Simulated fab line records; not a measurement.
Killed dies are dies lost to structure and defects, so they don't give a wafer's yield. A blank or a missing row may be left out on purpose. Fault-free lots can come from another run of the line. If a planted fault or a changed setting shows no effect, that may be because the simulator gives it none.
Matching of chambers | flow nandHarc | NHARC_A_BLC_DESCUM_15 on rieDiel-05 has 4 sister chambers
The step chemistry O2, time 3 s. 30 wafers are shown with their chamber, then 12 later ones without.

WAFERS PAIRED WITH THEIR CHAMBERS
wafer  | chamber | showerheadPlenumPTorr (Torr) | drypumpMotorCurrentA (A) | rfVppV (V)
L075.4 | 3       | 1.82                         | 5.8                      | 58.7
L075.5 | 2       | 1.80                         | 6.1                      | 55.2
L075.6 | 3       | 1.82                         | 5.8                      | 58.1
L079.1 | 2       | 1.80                         | 6.1                      | 58.9
L079.4 | 0       | 2.05                         | 6.1                      | 57.3
L079.5 | 1       | 1.92                         | 6.7                      | 58.9
L081.2 | 3       | 1.82                         | 5.7                      | 56.9
L081.3 | 1       | 1.92                         | 6.8                      | 59.0
L081.4 | 0       | 2.05                         | 6.1                      | 58.3
L082.1 | 3       | 1.82                         | 5.8                      | 57.2
L082.3 | 0       | 2.05                         | 6.0                      | 59.0
L082.5 | 0       | 2.05                         | 6.0                      | 59.5
L083.3 | 0       | 2.05                         | 6.1                      | 56.7
L083.5 | 1       | 1.92                         | 6.7                      | 58.4
L083.6 | 0       | 2.05                         | 6.1                      | 58.3
L085.2 | 2       | 1.80                         | 6.1                      | 56.4
L085.4 | 1       | 1.92                         | 6.7                      | 58.1
L085.5 | 1       | 1.92                         | 6.7                      | 58.0
L084.2 | 0       | 2.05                         | 6.1                      | 58.2
L084.3 | 2       | 1.80                         | 6.1                      | 57.4
L084.6 | 0       | 2.05                         | 6.1                      | 59.0
L086.3 | 0       | 2.05                         | 6.0                      | 59.5
L086.5 | 0       | 2.05                         | 6.0                      | 58.8
L086.6 | 3       | 1.82                         | 5.7                      | 56.3
L089.1 | 3       | 1.81                         | 5.7                      | 57.3
L089.5 | 0       | 2.05                         | 6.0                      | 57.7
L089.6 | 1       | 1.92                         | 6.8                      | 59.3
L090.1 | 2       | 1.80                         | 6.1                      | 58.0
L090.2 | 1       | 1.92                         | 6.8                      | 57.8
L090.5 | 1       | 1.92                         | 6.7                      | 56.9

SIGNATURES (means of the wafers above)
reading               | chamber 0 | chamber 1 | chamber 2 | chamber 3 | scatter within a chamber
showerheadPlenumPTorr | 2.0500    | 1.9200    | 1.8000    | 1.8183    | 0.00179
drypumpMotorCurrentA  | 6.055     | 6.737     | 6.100     | 5.750     | 0.0484
rfVppV                | 58.391    | 58.300    | 57.180    | 57.417    | 0.962
Rule: a wafer's distance from a chamber is the root of the sum, over the readings, of the square of ((its reading less the chamber's mean) divided by the reading's scatter). The wafer belongs to the nearest chamber; if the next one is less than 2 further off, it can't be placed. The scatter: the root of (the sum of the squares of (reading less its chamber's mean) over the shown wafers, divided by (wafers less chambers)).

WAFERS WHOSE CHAMBER IS MISSING
wafer  | showerheadPlenumPTorr (Torr) | drypumpMotorCurrentA (A) | rfVppV (V)
L092.1 | 1.81                         | 5.8                      | 58.6
L092.3 | 2.05                         | 6.1                      | 57.8
L092.5 | 1.80                         | 6.1                      | 58.7
L095.1 | 1.92                         | 6.7                      | 59.3
L095.3 | 1.81                         | 5.7                      | 57.3
L095.4 | 1.80                         | 6.1                      | 56.2
L096.2 | 1.92                         | 6.8                      | 56.4
L096.4 | 2.05                         | 6.0                      | 59.8
L096.6 | 2.05                         | 6.1                      | 58.9
L097.1 | 1.81                         | 5.7                      | 56.8
L097.3 | 2.05                         | 6.0                      | 57.9
L097.4 | 1.92                         | 6.7                      | 56.6

EACH ONE'S CHAMBER
wafer  | from the rows above | in truth
L092.1 | 3                   | 3
L092.3 | 0                   | 0
L092.5 | 2                   | 2
L095.1 | 1                   | 1
L095.3 | 3                   | 3
L095.4 | 2                   | 2
L096.2 | 1                   | 1
L096.4 | 0                   | 0
L096.6 | 0                   | 0
L097.1 | 3                   | 3
L097.3 | 0                   | 0
L097.4 | 1                   | 1
Correct placement for 12 of the 12. Left unplaced by these rows: 0. Number placed wrongly: 0.
